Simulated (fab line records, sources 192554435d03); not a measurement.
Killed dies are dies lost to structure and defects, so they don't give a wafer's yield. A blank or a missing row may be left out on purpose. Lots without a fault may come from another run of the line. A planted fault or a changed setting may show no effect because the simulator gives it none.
fab line records | flow n5_finfet
record lots=7 wafers=21 last_day=17
route steps=1938 shown BEOL_M0_SAQP@651 BEOL_M4@1111 PASSIVATION@1936
lots that met no fault: from a run of the same line without faults
start_h: hours from the record's first day to the start of the lot's first wafer shown | wait_h: hours since the lot's step before | " the same as in the row above | L1.1+2: a row that stands for several wafers | - no value, or no start given | * or withheld: withheld | < > ~ a bound
route shown NAME@n: a module of which the file shows steps, and the number in the route of the first | usual: mean/standard deviation of fault-free wafers | same: alike in all rows | chamber/n: place in a boat | sites: the reading at each site | _std_site: their standard deviation | _edge_site: outer sites' mean less inner sites' | radius_mm: how far each site lies from the wafer's centre | mask NAME#n: copy n | behind: the tool/chamber that last shaped the wafer | hold: why the lot was held/for how many hours/how that ended | device: the transistor (n, p or np) that didn't switch | end of line: the same wafers' tests at the end of the route | a step without rows: its recipe alone | killed: dies lost to structure and defects at the first sort, not the wafer's yield | map: a wafer's dies, x killed, . not, _ none there
set.NAME: the setting as run; set.NAME@STEP: as run at that earlier step | model.NAME: the simulator's own value behind a step, which no gauge read
lots at some steps of the route; a table a step, a row a wafer
services: from which hour (start_h, from the record's first day; less than 0 if before it) a tool's chamber was out of use, for how many hours, and why
## steps
# step N5_BEOL_M0_SAQP_INSPECT_16
# recipe mode=adi inspect_instrument=brightfield
# usual raw_defect_count=481/110
# columns lot.wafer tool chamber start_h wait_h raw_defect_count
L665.1 defect_inspect-01 - 110.88 0.0 385
L665.2 " - " " 578
L665.3 " - " " 409
L666.1 defect_inspect-02 - 120.25 0.0 323
L666.5 " - " " 343
L666.6 " - " " 263
L673.2 defect_inspect-02 - 161.96 0.0 318
L673.3 " - " " 260
L673.5 " - " " 315
L679.1 defect_inspect-02 - 192.78 0.0 596
L679.2 " - " " 488
L679.4 " - " " 443
L680.1 defect_inspect-01 - 203.04 0.0 426
L680.2 " - " " 542
L680.3 " - " " 487
L682.2 defect_inspect-02 - 212.12 0.0 413
L682.3 " - " " 483
L682.6 " - " " 513
L688.2 defect_inspect-01 - 243.36 0.0 460
L688.4 " - " " 675
L688.6 " - " " 506
# step N5_BEOL_M0_SAQP_DESCUM_19
# recipe chemistry=O2 time_s=7.9 source_power_w=50 bias_power_w=20 pressure_mtorr=20 rf_frequency_hz=2.712e+07 temp_c=40 resist=CAR-ArF o2_flow_sccm=225
# step N5_BEOL_M0_SAQP_ETCH_83
# recipe chemistry=CF4 target=SiARC target_depth_a=390 mask_material=CAR-ArF time_s=65 ion_energy_ev=80 pressure_mtorr=40 source_w=545 bias_w=36 Ar_flow_sccm=100 cf4_flow_sccm=100 ends=cleared
# usual drypump_motor_current_A=5.6/0.55 etch_rf_on_time_s=64.4/1.6 oes_product_au=0.65/0.076 rf_vpp_V=183.8/1.2 showerhead_plenum_p_Torr=2.12/0.073 throttle_valve_pct=15.58/0.24
# columns lot.wafer tool chamber start_h wait_h drypump_motor_current_A etch_rf_on_time_s oes_product_au rf_hours_counter_h rf_vpp_V showerhead_plenum_p_Torr throttle_valve_pct
L665.1 rie_diel-04 3 110.95 0.0 6.1 63.8 0.68 104 185.6 2.07 15.60
L665.2 " 2 " " 6.3 62.5 0.62 196 184.0 2.12 15.87
L665.3 " 1 " " 5.0 64.8 0.64 146 184.0 2.06 15.60
L666.1 rie_diel-03 3 120.32 0.0 5.5 65.3 0.60 238 184.6 2.12 15.95
L666.5 " 3 " " 5.5 64.9 0.60 - 182.1 2.12 15.96
L666.6 " 2 " " 6.6 65.3 0.67 - 184.2 2.21 15.46
L673.2 rie_diel-04 0 162.07 0.0 5.1 64.6 0.61 203 182.8 2.04 15.53
L673.3 " 2 " " 6.3 63.0 0.61 213 182.5 2.12 15.91
L673.5 " 0 " " 5.1 64.0 0.62 - 182.3 2.03 15.53
L679.1 rie_diel-04 2 193.00 0.0 6.3 63.9 0.60 222 183.8 2.11 15.93
L679.2 " 3 " " 6.1 64.1 0.67 131 183.9 2.07 15.65
L679.4 " 0 " " 5.1 64.5 0.61 213 183.2 2.03 15.54
L680.1 rie_diel-04 3 203.11 0.0 6.1 64.3 0.65 133 183.1 2.07 15.65
L680.2 " 2 " " 6.3 62.4 0.61 225 183.3 2.11 15.93
L680.3 " 1 " " 5.0 66.7 0.61 174 182.9 2.05 15.63
L682.2 rie_diel-03 1 212.19 0.0 4.9 63.3 0.73 57 185.1 2.25 15.75
L682.3 " 3 " " 5.4 61.6 0.83 11 185.2 2.11 15.48
L682.6 " 2 " " 6.6 64.5 0.64 - 184.4 2.20 15.53
L688.2 rie_diel-04 3 243.43 0.0 6.1 64.7 0.64 146 183.3 2.06 15.68
L688.4 " 2 " " 6.3 63.3 0.60 237 182.6 2.11 15.96
L688.6 " 1 " " 5.0 66.5 0.60 - 183.3 2.05 15.65
# step N5_BEOL_M0_SAQP_ETCH_84
# recipe chemistry=N2/H2 target=SOC target_depth_a=1000 overetch_a=200 mask_material=SiARC temp_c=40 time_s=150 ion_energy_ev=200 pressure_mtorr=30 source_w=840 bias_w=150 n2_flow_sccm=200 h2_flow_sccm=200
# step N5_BEOL_M0_SAQP_STRIP_80
# recipe chemistry=N2/H2 temp_c=40 n2_flow_sccm=200 h2_flow_sccm=200 rf_frequency_hz=6e+07
# step N5_BEOL_M0_SAQP_HM_OPEN_112
# recipe chemistry=CHF3/O2 target=SiO2 stop_on=a-Si target_depth_a=120 over_etch_frac=1.25 mask_material=SOC time_s=13.5 pressure_mtorr=30 source_w=650 bias_w=170 Ar_flow_sccm=200 CHF3_flow_sccm=50 O2_flow_sccm=5 ion_energy_ev=200 ends=end_point
# usual drypump_motor_current_A=5.6/0.55 oes_product_au=0.50/0.054 rf_vpp_V=517/9.8 showerhead_plenum_p_Torr=2.39/0.085 throttle_valve_pct=18.77/0.23
# columns lot.wafer tool chamber start_h wait_h drypump_motor_current_A oes_product_au rf_hours_counter_h rf_vpp_V showerhead_plenum_p_Torr throttle_valve_pct
L665.1 rie_diel-04 3 111.11 0.0 6.1 0.51 104 507 2.32 18.73
L665.2 " 2 " " 6.3 0.47 196 506 2.38 19.02
L665.3 " 1 " " 5.0 0.49 147 505 2.32 18.82
L666.1 rie_diel-03 3 120.48 0.0 5.5 0.45 238 513 2.38 19.14
L666.5 " 3 " " 5.4 0.46 - 513 2.38 19.13
L666.6 " 2 " " 6.6 0.52 - 527 2.50 18.70
L673.2 rie_diel-04 0 162.22 0.0 5.1 0.46 203 530 2.28 18.68
L673.3 " 2 " " 6.3 0.47 213 507 2.37 19.05
L673.5 " 0 " " 5.1 0.47 - 531 2.28 18.67
L679.1 rie_diel-04 2 193.16 0.0 6.3 0.45 222 506 2.37 19.07
L679.2 " 3 " " 6.1 0.51 131 507 2.31 18.80
L679.4 " 0 " " 5.1 0.47 213 532 2.28 18.69
L680.1 rie_diel-04 3 203.26 0.0 6.1 0.51 133 508 2.31 18.82
L680.2 " 2 " " 6.3 0.46 225 506 2.37 19.09
L680.3 " 1 " " 5.0 0.47 174 506 2.31 18.85
L682.2 rie_diel-03 1 212.35 0.0 4.9 0.55 57 527 2.53 19.01
L682.3 " 3 " " 5.5 0.60 11 514 2.37 18.75
L682.6 " 2 " " 6.6 0.50 - 525 2.49 18.76
L688.2 rie_diel-04 3 243.59 0.0 6.1 0.50 146 508 2.31 18.83
L688.4 " 2 " " 6.3 0.45 238 507 2.37 19.09
L688.6 " 1 " " 5.0 0.46 - 505 2.30 18.88
# step N5_BEOL_M0_SAQP_STRIP_113
# recipe chemistry=CHF3/O2 resist=SiARC rf_frequency_hz=6e+07
# step N5_BEOL_M0_SAQP_MANDREL_ETCH_20
# recipe target_depth_a=600 chemistry=HBr/Cl2 target=a-Si stop_on=SiNx bt_time_s=10 mask_material=SOC over_etch_frac=0.5 time_s=30 pressure_mtorr=10 icp_w=800 bias_w=75 HBr_flow_sccm=150 Cl2_flow_sccm=80 ends=end_point
# usual HBr_flow_sccm=150.1/0.47 drypump_motor_current_A=5.9/0.36 oes_product_au=0.773/0.013 throttle_valve_pct=35.3/0.39
# columns lot.wafer tool chamber start_h wait_h HBr_flow_sccm drypump_motor_current_A oes_product_au rf_hours_counter_h throttle_valve_pct
L665.1 rie_si-05 3 111.19 0.0 149.6 5.7 0.765 185 35.3
L665.2 " 1 " " 149.6 5.9 0.775 8 34.9
L665.3 " 0 " " 150.0 5.9 0.785 23 35.2
L666.1 rie_si-01 1 120.56 0.0 150.4 5.1 0.783 181 35.6
L666.5 " 3 " " 149.5 5.7 0.764 - 35.8
L666.6 " 0 " " 150.2 6.7 0.791 - 35.5
L673.2 rie_si-01 1 162.31 0.0 151.1 5.2 0.781 182 35.6
L673.3 " 2 " " 149.6 5.5 0.752 57 34.9
L673.5 " 2 " " 150.0 5.5 0.763 - 34.9
L679.1 rie_si-05 1 193.25 0.0 150.0 5.9 0.797 10 34.9
L679.2 " 2 " " 150.4 6.5 0.773 170 36.1
L679.4 " 3 " " 150.2 5.7 0.768 187 35.3
L680.1 rie_si-06 1 203.35 0.0 149.7 6.1 0.768 19 35.7
L680.2 " 0 " " 150.3 6.1 0.770 78 35.0
L680.3 " 3 " " 149.6 5.3 0.758 7 35.3
L682.2 rie_si-01 1 212.43 0.0 150.3 5.2 0.787 183 35.6
L682.3 " 2 " " 150.5 5.5 0.763 58 34.9
L682.6 " 3 " " 150.0 5.7 0.767 - 35.8
L688.2 rie_si-05 3 243.67 0.0 150.0 5.7 0.776 0 35.7
L688.4 " 2 " " 150.3 6.4 0.761 171 36.1
L688.6 " 0 " " 149.6 5.8 0.775 - 35.2
# step N5_BEOL_M0_SAQP_STRIP_86
# recipe chemistry=N2/H2 power_w=500 temp_c=40 pressure_mtorr=50 rf_frequency_hz=6e+07 overash_fraction=0.3 bias_power_w=28 h2_frac=0.5 n2_flow_sccm=300 h2_flow_sccm=300
# usual bias_power_w=28.00/0.09 drypump_motor_current_A=5.6/0.55 oes_product_au=0.77/0.097 rf_vpp_V=121.8/1.6 showerhead_plenum_p_Torr=3.34/0.12 throttle_valve_pct=18.9/0.49
# columns lot.wafer tool chamber start_h wait_h bias_power_w drypump_motor_current_A oes_product_au rf_hours_counter_h rf_vpp_V showerhead_plenum_p_Torr throttle_valve_pct
L665.1 rie_diel-05 3 111.29 0.1 28.11 5.0 0.67 228 119.3 3.31 18.4
L665.2 " 1 " " 28.03 5.8 0.72 215 121.7 3.21 19.5
L665.3 " 2 " " 28.02 5.7 0.67 218 123.7 3.45 18.2
L666.1 rie_diel-03 3 120.66 0.1 27.94 5.5 0.69 238 121.9 3.31 19.5
L666.5 " 2 " " 28.04 6.6 0.77 - 122.8 3.48 18.6
L666.6 " 1 " " 28.12 4.9 0.90 - 124.4 3.57 19.4
L673.2 rie_diel-05 0 162.41 0.1 28.01 5.5 0.92 37 123.4 3.40 17.9
L673.3 " 1 " " 28.03 5.8 0.70 232 123.9 3.20 19.5
L673.5 " 2 " " 28.00 5.7 0.67 - 122.3 3.44 18.2
L679.1 rie_diel-05 2 193.35 0.1 28.04 5.7 0.67 243 119.5 3.43 18.3
L679.2 " 1 " " 28.17 5.8 0.70 244 121.4 3.20 19.6
L679.4 " 0 " " 28.07 5.6 0.88 - 124.6 3.39 17.9
L680.1 rie_diel-04 2 203.44 0.1 28.00 6.3 0.70 225 119.6 3.32 19.6
L680.2 " 1 " " 28.01 5.0 0.72 174 121.4 3.20 19.1
L680.3 " 0 " " 28.09 5.1 0.70 216 121.3 3.19 18.8
L682.2 rie_diel-05 3 212.53 0.1 28.00 5.0 0.98 2 121.4 3.29 18.0
L682.3 " 2 " " 27.99 5.7 0.66 249 125.3 3.43 18.3
L682.6 " 0 " " 27.99 5.5 0.87 - 124.8 3.39 17.9
L688.2 rie_diel-03 3 243.79 0.1 28.03 5.5 0.93 20 120.9 3.29 19.1
L688.4 " 2 " " 28.04 6.6 0.73 177 120.9 3.45 18.6
L688.6 " 1 " " 27.90 4.9 0.84 - 124.1 3.54 19.5
# step N5_BEOL_M0_SAQP_STRIP_115
# recipe chemistry=post_etch_residue_remover time_s=60 temp_c=25 remover_ph=withheld remover_water_wt_pct=withheld remover_fluoride_wt_pct=withheld
# step N5_BEOL_M0_SAQP_SRD_93
# recipe dry=ipa_marangoni time_s=30 temp_c=23 rinse_liquid=diw
# step N5_BEOL_M0_SAQP_RECESS_114
# recipe chemistry=HF/NH3 target=SiO2 target_depth_a=144 afs_cycles=3 temp_c=30 sublimation_temp_c=180 sublimation_time_s=60
# step N5_BEOL_M0_SAQP_SPACER1_ALD_98
# recipe material=SiO2 target_thk_a=128 temp_c=300 ald_precursor_family=BDEAS ald_co_reactant=O2-plasma pulse_time_s=1 purge_time_s=2 co_reactant_purge_time_s=2 ald_cycles=138 pressure_torr=2
# usual heater_power_w=456/39 precursor_pulse_height_rel=1.000/0.02 susceptor_temp_C=300.00/0.18
# same co_reactant_purge_time_s=2
# columns lot.wafer tool chamber start_h wait_h heater_power_w precursor_pulse_height_rel susceptor_temp_C
L665.1 ald_sin-04 0 112.28 0.7 521 0.984 300.11
L665.2 " 3 " " 446 0.997 300.16
L665.3 " 1 " " 504 0.992 300.01
L666.1 ald_sin-02 3 121.18 0.3 407 1.026 300.14
L666.5 " 3 " " 406 0.962 300.23
L666.6 " 0 " " 427 1.002 299.56
L673.2 ald_sin-03 2 163.11 0.4 449 1.023 300.14
L673.3 " 1 " " 399 0.958 300.33
L673.5 " 2 " " 447 1.019 300.04
L679.1 ald_sin-03 2 193.98 0.3 450 0.964 300.30
L679.2 " 3 " " 462 1.006 300.19
L679.4 " 1 " " 373 0.976 295.21
L680.1 ald_sin-03 2 203.96 0.3 436 0.973 299.89
L680.2 " 3 " " 467 0.974 300.02
L680.3 " 1 " " 376 1.011 295.03
L682.2 ald_sin-03 0 213.05 0.3 512 0.991 299.97
L682.3 " 3 " " 472 0.953 300.12
L682.6 " 1 " " 375 1.003 295.14
L688.2 ald_sin-02 2 244.31 0.3 467 1.009 300.27
L688.4 " 0 " " 437 1.019 299.99
L688.6 " 2 " " 479 1.026 300.37
# step N5_BEOL_M0_SAQP_SPACER1_ETCHBACK_99
# recipe chemistry=CHF3/O2 mode=anisotropic_etchback target=SiO2 target_depth_a=154 time_s=7.7 pressure_mtorr=30 source_w=650 bias_w=170 Ar_flow_sccm=200 CHF3_flow_sccm=50 O2_flow_sccm=5 ion_energy_ev=200
# usual drypump_motor_current_A=5.6/0.56 oes_product_au=0.78/0.1 rf_vpp_V=518/9 showerhead_plenum_p_Torr=2.41/0.085 throttle_valve_pct=18.83/0.24
# columns lot.wafer tool chamber start_h wait_h drypump_motor_current_A oes_product_au rf_hours_counter_h rf_vpp_V showerhead_plenum_p_Torr throttle_valve_pct
L665.1 rie_diel-04 0 112.79 0.3 5.1 0.73 187 532 2.29 18.71
L665.2 " 1 " " 5.0 0.73 147 506 2.32 18.87
L665.3 " 2 " " 6.3 0.73 197 507 2.38 19.08
L666.1 rie_diel-05 0 121.65 0.3 5.4 0.92 23 523 2.46 18.34
L666.5 " 1 " " 5.8 0.68 - 520 2.29 18.87
L666.6 " 2 " " 5.7 0.67 - 523 2.48 18.59
L673.2 rie_diel-04 0 163.63 0.3 5.1 0.71 203 533 2.28 18.75
L673.3 " 1 " " 5.0 0.72 163 505 2.31 18.90
L673.5 " 1 " " 5.0 0.72 - 506 2.31 18.92
L679.1 rie_diel-05 2 194.46 0.3 5.7 0.65 243 523 2.47 18.61
L679.2 " 0 " " 5.5 0.88 49 523 2.45 18.39
L679.4 " 0 " " 5.5 0.88 - 522 2.45 18.38
L680.1 rie_diel-04 2 204.44 0.3 6.3 0.70 225 506 2.37 19.14
L680.2 " 3 " " 6.1 0.76 134 507 2.31 18.86
L680.3 " 0 " " 5.1 0.70 217 531 2.28 18.75
L682.2 rie_diel-05 3 213.53 0.3 5.0 1.00 2 507 2.36 18.18
L682.3 " 2 " " 5.7 0.65 249 523 2.47 18.65
L682.6 " 2 " " 5.7 0.65 - 523 2.47 18.63
L688.2 rie_diel-05 1 244.79 0.3 5.8 0.98 1 528 2.57 18.48
L688.4 " 0 " " 5.5 0.85 - 523 2.44 18.39
L688.6 " 3 " " 5.0 0.94 - 508 2.36 18.20
# step N5_BEOL_M4_RC_MEAS_101
# usual DIBL_N=36.1/1.5 DIBL_P=36.1/1.9 IOFF_N=0.159/0.029 IOFF_P=0.21/0.038 ION_N=675/11 ION_P=464/8.1 SS_N=71.5/0.57 SS_P=73.3/0.64 VT_N=249/3.1 VT_P=-250/3.8
# columns lot.wafer tool chamber start_h wait_h DIBL_N[mV/V] DIBL_P[mV/V] IOFF_N[nA/um] IOFF_P[nA/um] ION_N[uA/um] ION_P[uA/um] SS_N[mV/dec] SS_P[mV/dec] VT_N[mV] VT_P[mV]
L665.1 prober-01 0 158.44 0.0 37.8 38.6 0.157 0.23 676 466 71.5 74.0 250 -252
L665.2 " 0 " " 36.6 37.6 0.131 0.21 669 459 71.9 72.8 253 -250
L665.3 " 0 " " 36.5 37.0 0.133 0.21 671 466 71.6 72.8 252 -250
L666.1 prober-01 0 174.19 0.0 35.8 35.8 0.143 0.20 676 465 71.2 73.3 251 -251
L666.5 " 0 " " 37.5 36.9 0.170 0.21 684 459 71.5 73.2 248 -253
L666.6 " 0 " " 38.0 36.7 0.179 0.21 668 460 72.0 73.5 248 -250
L673.2 prober-02 0 219.24 0.2 35.0 34.7 0.118 0.18 663 461 71.4 72.0 255 -255
L673.3 " 0 " " 35.2 35.0 0.128 0.19 659 454 71.9 72.3 252 -250
L673.5 " 0 " " 34.5 34.3 0.118 0.18 666 462 71.0 72.7 254 -254
L679.1 prober-02 0 249.11 0.3 34.2 33.0 0.137 0.16 675 455 70.6 73.3 249 -255
L679.2 " 0 " " 38.1 37.4 0.207 0.22 685 458 71.4 73.5 244 -252
L679.4 " 0 " " 34.7 33.6 0.149 0.17 678 456 70.5 73.0 248 -256
L680.1 prober-01 0 255.01 0.0 36.6 35.9 0.169 0.20 678 454 71.3 73.2 247 -255
L680.2 " 0 " " 34.8 34.1 0.151 0.19 678 463 70.5 73.4 251 -252
L680.3 " 0 " " 37.9 37.3 0.196 0.24 688 465 71.3 73.2 249 -250
L682.2 prober-01 0 269.68 0.2 38.5 38.9 0.187 0.21 665 456 72.4 73.6 249 -254
L682.3 " 0 " " 36.2 37.3 0.151 0.18 662 446 71.6 72.8 254 -256
L682.6 " 0 " " 37.5 38.5 0.180 0.20 678 460 72.7 73.3 248 -253
L688.2 prober-01 0 321.60 0.2 36.2 37.9 0.192 0.27 679 475 71.6 74.0 246 -244
L688.4 " 0 " " 34.7 35.0 0.153 0.21 683 473 71.3 73.3 249 -250
L688.6 " 0 " " 36.2 36.5 0.183 0.23 682 463 71.3 74.1 248 -248
# step N5_PASSIVATION_PROBE_49
# usual defect_limited_yield=91.5/1.6 killed_at_M0_to_M3=33/10 killed_at_M4_up=13/5.6 killed_at_contacts=13/6 killed_at_front_end=39/12 killed_at_other=3.0/2.8 killed_dies=101/19 killed_open=65/13 killed_short=32/8.3 sort_bin_5_function=5.0/1 sort_bin_6_memory=3.1/0.69 sort_n_pass=1079/19 sort_yield_pct=91.5/1.6
# same gross_dies=1180 killed_at_back_side=0 sort_bin_4_leakage[%]=0 sort_bin_8_speed[%]=0
# columns lot.wafer tool chamber start_h wait_h defect_limited_yield[%] killed_at_M0_to_M3 killed_at_M4_up killed_at_contacts killed_at_front_end killed_at_other killed_dies killed_open killed_short sort_bin_5_function[%] sort_bin_6_memory[%] sort_n_pass sort_yield_pct[%]
L673.2 prober-02 - 315.76 0.1 91.4 23 8 25 41 4 101 75 26 5.1 3.2 1079 91.4
L673.3 prober-02 - 315.81 0.1 91.8 37 7 23 30 0 97 68 29 4.3 3.6 1083 91.8
L673.5 prober-02 - 315.91 0.2 90.8 29 5 12 58 4 108 69 36 5.7 3.2 1072 90.8
# killed by level:class
L673.2 MOL_CONTACT_COAG:geometric_particle:open=20 STI_FIN_REVEAL:geometric_particle:open=9 FIN_SAQP:geometric_particle:open=8 BEOL_M1:geometric_particle:open=6 BEOL_M3:geometric_particle:open=6 MOL_CONTACT_COAG:geometric_particle:short=5 STARTING-WAFER:geometric_particle:short=5 BEOL_M0_SAQP:geometric_particle:open=4
L673.3 MOL_CONTACT_COAG:geometric_particle:open=20 STI_FIN_REVEAL:geometric_particle:open=11 BEOL_M1:geometric_particle:open=9 BEOL_M0_SAQP:geometric_particle:short=8 BEOL_M0_SAQP:geometric_particle:open=6 BEOL_M3:geometric_particle:open=5 STARTING-WAFER:geometric_particle:open=5 STARTING-WAFER:geometric_particle:short=4
L673.5 STI_FIN_REVEAL:geometric_particle:open=20 BEOL_M0_SAQP:geometric_particle:open=14 FIN_SAQP:geometric_particle:open=9 STI_FIN_REVEAL:geometric_particle:short=9 MOL_CONTACT_COAG:geometric_particle:open=8 ILD0:geometric_particle:short=6 BEOL_M3:geometric_particle:open=5 MOL_CONTACT_COAG:geometric_particle:short=4
## services
# columns tool chamber start_h hours kind
rie_si-06 3 118.00 4.1 repair
ald_sin-04 1 140.15 3.4 repair
rie_si-05 2 142.00 35.5 repair
ald_sin-02 2 142.13 17.0 repair
rie_si-01 1 145.51 2.4 repair
rie_si-06 3 146.01 1.5 repair
rie_si-05 - 149.31 2.8 pm
ald_sin-04 - 176.75 14.0 pm
rie_diel-05 3 180.01 - clean
rie_diel-05 3 180.01 - consumable_replace:focus_ring
rie_diel-05 3 180.01 23.3 scheduled_down
rie_diel-05 3 180.01 23.3 vent_cycle
rie_diel-04 1 183.48 4.8 repair
ald_sin-02 3 197.40 3.8 repair
ald_sin-04 3 203.34 4.1 repair
rie_diel-05 1 212.43 - clean
rie_diel-05 1 212.43 - consumable_replace:focus_ring
rie_diel-05 1 212.43 - consumable_replace:showerhead
rie_diel-05 1 212.43 30.8 scheduled_down
rie_diel-05 1 212.43 30.8 vent_cycle
rie_diel-05 2 243.42 - clean
rie_diel-05 2 243.42 - consumable_replace:focus_ring
rie_diel-05 2 243.42 18.1 scheduled_down
rie_diel-05 2 243.42 18.1 vent_cycle
## key
first_sign step=N5_BEOL_M0_SAQP_SPACER1_ALD_98 reading=susceptor_temp_C direction=down sigmas=27 usual=* struck=*
effect none on later readings
met_at N5_BEOL_M0_SAQP_SPACER1_ALD_98
struck_wafers L679.4,L680.3,L682.6
onset_between 163.11 193.98
fault kind=process_parameter_drift tool=ald_sin-03 chamber=1 onset_h=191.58 steps=N5_BEOL_M0_SAQP_SPACER1_ALD_98 channel=temp_c offset=* shape=step end_h=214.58 acts_in=* stated=*
